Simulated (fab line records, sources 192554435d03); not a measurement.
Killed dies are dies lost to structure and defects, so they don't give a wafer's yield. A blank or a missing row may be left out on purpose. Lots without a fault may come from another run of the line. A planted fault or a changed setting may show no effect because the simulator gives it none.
Which tool did it? | flow n5_finfet | 10 lots, 30 wafers sampled, at 5 steps of a route of 1938

WHAT THE GAUGES READ, wafer by wafer
N5_HKMG_FIN_CD_MEAS_12: target cd 92.8 nm.
lot  | measured    | on        | cd_nm (nm)
L982 | day 4 07:19 | cd_sem-03 | 92.3 92.3 92.0
L984 | day 4 18:57 | cd_sem-01 | 93.6 92.3 93.3
L985 | day 5 02:46 | cd_sem-02 | 93.7 93.2 92.6
L986 | day 5 08:50 | cd_sem-03 | 93.4 92.4 93.0
L987 | day 5 17:13 | cd_sem-02 | 93.5 92.8 91.9
L995 | day 7 13:40 | cd_sem-01 | 92.9 93.1 91.8
L996 | day 7 23:10 | cd_sem-03 | 93.3 92.8 93.3
L102 | day 9 12:26 | cd_sem-02 | 93.3 92.4 92.7
L103 | day 9 16:00 | cd_sem-01 | 92.8 92.3 92.5
L104 | day 9 23:05 | cd_sem-01 | 93.7 93.5 93.9

N5_HKMG_FIN_OVL_MEAS_13.
lot  | measured    | on         | NWFM_OVL (nm)
L982 | day 4 07:21 | overlay-02 | -0.5 -0.4 0.0
L984 | day 4 18:59 | overlay-02 | -1.4 0.0 -0.3
L985 | day 5 02:47 | overlay-01 | 0.5 0.1 1.0
L986 | day 5 08:52 | overlay-02 | 0.1 0.2 -0.3
L987 | day 5 17:15 | overlay-01 | -0.9 0.3 -0.3
L995 | day 7 13:42 | overlay-01 | 0.8 0.4 0.6
L996 | day 7 23:11 | overlay-01 | -1.6 -1.8 -1.4
L102 | day 9 12:28 | overlay-01 | 0.1 0.7 0.9
L103 | day 9 16:02 | overlay-01 | 0.1 1.3 0.9
L104 | day 9 23:07 | overlay-01 | -1.5 0.6 -0.6

N5_BEOL_M4_RC_MEAS_101.
lot  | measured     | on        | DIBL_N (mV/V)  | DIBL_P (mV/V)  | IOFF_N (nA/um)    | IOFF_P (nA/um) | ION_N (uA/um) | ION_P (uA/um) | SS_N (mV/dec)  | SS_P (mV/dec)  | VT_N (mV)         | VT_P (mV)
L982 | day 7 20:24  | prober-01 | 37.7 36.3 38.5 | 38.5 36.5 39.0 | 0.175 0.146 0.194 | 0.26 0.22 0.27 | 683 676 683   | 474 472 468   | 72.3 71.1 72.0 | 74.0 73.0 74.1 | 251.0 251.9 247.4 | -247 -250 -245
L984 | day 8 17:38  | prober-01 | 36.9 38.4 36.7 | 36.6 37.3 35.5 | 0.154 0.171 0.148 | 0.22 0.22 0.20 | 666 669 670   | 461 461 458   | 72.4 71.9 71.7 | 73.5 74.1 72.9 | 254.4 251.4 253.9 | -251 -252 -252
L985 | day 8 18:03  | prober-02 | 34.7 36.7 35.4 | 34.0 37.3 35.1 | 0.134 0.164 0.147 | 0.16 0.21 0.17 | 658 661 650   | 450 457 446   | 70.6 71.9 71.8 | 72.6 73.3 72.7 | 253.2 253.0 254.2 | -257 -250 -256
L986 | day 9 00:47  | prober-02 | 37.8 37.4 35.7 | 36.5 37.5 34.7 | 0.156 0.165 0.122 | 0.20 0.21 0.17 | 672 676 653   | 455 462 452   | 70.3 71.3 70.5 | 73.7 73.5 72.9 | 252.7 248.5 254.3 | -250 -248 -253
L987 | day 9 10:29  | prober-01 | 37.8 38.4 39.3 | 37.8 38.4 39.3 | 0.168 0.180 0.192 | 0.21 0.22 0.24 | 684 689 680   | 461 461 463   | 72.0 71.5 71.3 | 73.6 74.4 74.3 | 253.7 249.0 251.1 | -250 -250 -253
L995 | day 11 15:15 | prober-01 | 36.2 39.3 38.4 | 37.1 40.7 39.7 | 0.157 0.232 0.198 | 0.25 0.31 0.31 | 685 699 686   | 473 480 474   | 70.6 72.4 71.0 | 73.1 74.5 74.5 | 247.2 243.7 244.2 | -246 -241 -240
L996 | day 12 11:15 | prober-02 | 37.1 38.5 34.4 | 37.4 39.3 34.7 | 0.173 0.206 0.120 | 0.23 0.26 0.17 | 671 692 666   | 463 472 460   | 72.1 72.1 70.2 | 73.3 73.4 72.3 | 249.0 246.0 255.4 | -249 -246 -254
L102 | day 13 14:35 | prober-02 | 35.7 36.8 35.6 | 35.7 38.1 36.5 | 0.158 0.175 0.165 | 0.18 0.23 0.20 | 677 666 677   | 459 457 468   | 71.2 71.6 71.4 | 72.7 73.8 72.8 | 248.8 247.5 248.2 | -254 -250 -251
L103 | day 14 08:34 | prober-02 | 35.0 34.2 32.9 | 34.8 34.5 33.3 | 0.149 0.141 0.116 | 0.22 0.22 0.19 | 664 686 666   | 463 482 469   | 71.1 70.4 71.3 | 72.8 73.0 73.1 | 250.4 249.9 252.7 | -248 -248 -251
L104 | day 14 01:01 | prober-01 | 38.4 36.2 36.0 | 38.9 36.3 35.3 | 0.223 0.157 0.158 | 0.30 0.23 0.21 | 690 666 675   | 478 461 461   | 73.0 71.9 71.6 | 74.6 73.7 72.9 | 246.9 252.2 252.8 | -245 -248 -252

WHICH TOOL RAN EACH LOT (tool, then ch and the chambers of the sampled wafers, then the start)
lot  | N5_HKMG_FIN_COAT_85               | N5_HKMG_FIN_STRIP_89
L982 | litho_track-04 ch 0, day 4 08:40  | rie_diel-05 ch 1,2, day 4 08:47
L984 | litho_track-03 ch 0, day 4 20:17  | rie_diel-05 ch 2,3, day 4 20:25
L985 | litho_track-01 ch 0, day 5 04:07  | rie_diel-02 ch 1,2,3, day 5 04:14
L986 | litho_track-01 ch 0, day 5 10:17  | rie_diel-05 ch 0,3, day 5 10:25
L987 | litho_track-03 ch 0, day 5 18:34  | rie_diel-04 ch 0,1,2, day 5 18:44
L995 | litho_track-03 ch 0, day 7 15:06  | rie_diel-04 ch 0,1,3, day 7 15:14
L996 | litho_track-03 ch 0, day 8 00:30  | rie_diel-04 ch 3, day 8 00:48
L102 | litho_track-04 ch 0, day 9 13:50  | rie_diel-02 ch 0,1,2, day 9 14:18
L103 | litho_track-04 ch 0, day 9 17:20  | rie_diel-05 ch 0,3, day 9 17:28
L104 | litho_track-01 ch 0, day 10 00:25 | rie_diel-05 ch 1,3, day 10 00:41
- N5_HKMG_FIN_COAT_85: time 60 s, resist thk 300 nm.
- N5_HKMG_FIN_STRIP_89: strips SOC in N2/H2, time 20 s.

WHAT THE TOOLS THEMSELVES READ (means of the sampled wafers that have a number; where no wafer has one, the mark that the record gives instead)
N5_HKMG_FIN_COAT_85.
lot  | tool           | spin_speed_rpm (rpm)
L982 | litho_track-04 | 1499.7
L984 | litho_track-03 | 1500.2
L985 | litho_track-01 | 1499.9
L986 | litho_track-01 | 1500.2
L987 | litho_track-03 | 1500.3
L995 | litho_track-03 | 1539.3
L996 | litho_track-03 | 1539.9
L102 | litho_track-04 | 1500.0
L103 | litho_track-04 | 1499.5
L104 | litho_track-01 | 1500.3

N5_HKMG_FIN_STRIP_89.
lot  | tool        | bias_power_w (W) | drypump_motor_current_A (A) | oes_product_au (a.u.) | power_w (W) | rf_vpp_V (V) | showerhead_plenum_p_Torr (Torr) | throttle_valve_pct (%)
L982 | rie_diel-05 | 7.989            | 6.3                         | 0.79                  | 499.9       | 53.4         | 3.43                            | 19.33
L984 | rie_diel-05 | 7.985            | 6.1                         | 0.79                  | 499.8       | 53.9         | 3.52                            | 19.24
L985 | rie_diel-02 | 7.990            | 5.7                         | 0.82                  | 500.2       | 54.7         | 3.47                            | 18.85
L986 | rie_diel-05 | 8.012            | 5.4                         | 0.96                  | 500.4       | 54.4         | 3.50                            | 18.86
L987 | rie_diel-04 | 8.008            | 5.5                         | 0.78                  | 500.1       | 54.8         | 3.35                            | 18.63
L995 | rie_diel-04 | 8.020            | 5.7                         | 0.76                  | 500.9       | 54.1         | 3.39                            | 18.71
L996 | rie_diel-04 | 7.999            | 6.5                         | 0.72                  | 498.8       | 55.7         | 3.46                            | 19.06
L102 | rie_diel-02 | 8.009            | 5.8                         | 0.79                  | 501.0       | 53.5         | 3.37                            | 18.85
L103 | rie_diel-05 | 7.994            | 5.4                         | 0.88                  | 497.3       | 54.6         | 3.48                            | 18.92
L104 | rie_diel-05 | 8.012            | 5.3                         | 0.86                  | 499.5       | 54.5         | 3.47                            | 18.93

THE ANSWER, worked out from the rows above alone
Rule: what is usual is taken from the lots themselves. Put in order of their means at a reading, lots are off if they are a third of the lots or fewer, leave a main group of 4 or more, and stand apart from it by a gap of 3 or more times the standard deviation of the main group's means; of several such gaps the widest counts. A main group whose means are all the same, to the digits that the tables above print for the reading, isn't used. A lot without any number at a reading at which 4 lots or more have one is off too. The other lots that the step has rows for count as sound. The gauges are gone through in route order, then the tools' own readings, and for those a lot's mean is taken as printed above. The first step at which some lot is off is used, and at that step the reading that is off furthest; a lot without a number counts as furthest.
Off: L995, L996, at N5_HKMG_FIN_COAT_85 (spin_speed_rpm). The main group: mean 1500.0 rpm, standard deviation 0.28.
A tool fits if, at that step or a process step before it, it ran every lot that is off, and no sound lot after the first of them. One fits: litho_track-03 at N5_HKMG_FIN_COAT_85. Its last sound lot is L987 (day 5 18:34), its first lot that is off L995 (day 7 15:06): a fault that began between those two fits.
The tool's own readings at N5_HKMG_FIN_COAT_85 bear it out: on the lots that are off they differ by more than 5 times the standard deviation of the sound lots' means. spin_speed_rpm reads 1539.6 rpm there against 1500.0 rpm on the sound lots.

WHAT THE SIMULATOR HAD PUT IN
Process parameter drift: litho_track-03, from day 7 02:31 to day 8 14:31, at N5_HKMG_FIN_COAT_85. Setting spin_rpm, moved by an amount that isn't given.
Lots struck among those shown: L995, L996. The rule above found the same.
